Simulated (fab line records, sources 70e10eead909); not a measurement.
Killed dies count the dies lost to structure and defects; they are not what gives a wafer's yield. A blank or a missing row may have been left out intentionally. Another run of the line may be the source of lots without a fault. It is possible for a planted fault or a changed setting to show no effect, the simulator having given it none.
Chamber matching -- flow nand harc -- 4 sister chambers for NHARC_P_BONDPAD_CMP_19 on cmp-03
The step polishes, t overpolish 30 s, cu recess touch 16 s, target thk 160.81 nm. 18 wafers are shown with their chamber, then 9 later ones without.

## EACH WAFER AND ITS CHAMBER
wafer,chamber,motor current A (A),overpolish run s (s)
L075.1,1,10.7,30.004
L075.4,3,12.8,30.004
L075.5,3,12.2,30.002
L076.3,1,11.1,30.001
L076.4,0,11.6,30.007
L076.6,1,11.2,29.991
L078.1,2,12.1,29.995
L078.3,1,11.6,30.004
L078.6,1,10.6,30.013
L079.3,1,10.5,29.999
L079.4,2,12.7,30.003
L079.5,2,12.0,29.983
L081.1,2,12.0,30.004
L081.2,3,11.5,30.000
L081.3,1,11.7,29.982
L081.4,0,11.5,30.018
L081.5,0,11.5,30.000
L081.6,1,11.2,29.999

SIGNATURES, as means of the wafers listed above
reading,chamber 0,chamber 1,chamber 2,chamber 3,scatter within a chamber
motor current A,11.533,11.075,12.200,12.167,0.43
overpolish run s,30.00833,29.99912,29.99625,30.00200,0.00869
Rule: a wafer's distance from a chamber is the root of the sum, over the readings, of the square of ((its reading less the chamber's mean) divided by the reading's scatter). If the next closest chamber is less than 2 further off than the closest, the wafer can't be placed; otherwise it belongs to the closest. The scatter: the root of (the sum of the squares of (reading less its chamber's mean) over the shown wafers, divided by (wafers less chambers)).

## WAFERS WITH NO CHAMBER GIVEN
wafer,motor current A (A),overpolish run s (s)
L080.3,12.2,30.008
L080.4,11.6,29.993
L080.5,11.5,29.990
L084.1,11.4,29.997
L084.5,12.0,30.006
L084.6,11.3,30.000
L091.2,10.7,30.006
L091.5,12.0,29.990
L091.6,12.2,30.009

## THE CHAMBER EACH PASSED THROUGH
wafer,from the rows above,in truth
L080.3,can't be placed: 3 or 2 or 0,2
L080.4,can't be placed: 1 or 2 or 3 or 0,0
L080.5,can't be placed: 1 or 2 or 3 or 0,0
L084.1,can't be placed: 1 or 0 or 2 or 3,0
L084.5,can't be placed: 3 or 0 or 2 or 1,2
L084.6,can't be placed: 1 or 0 or 3 or 2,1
L091.2,can't be placed: 1 or 0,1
L091.5,can't be placed: 2 or 3 or 0 or 1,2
L091.6,can't be placed: 3 or 2 or 0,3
0 of 9 placed correctly. Unplaceable from these rows: 9, with the true chamber sitting among the candidates in 9. Number placed wrongly: 0.
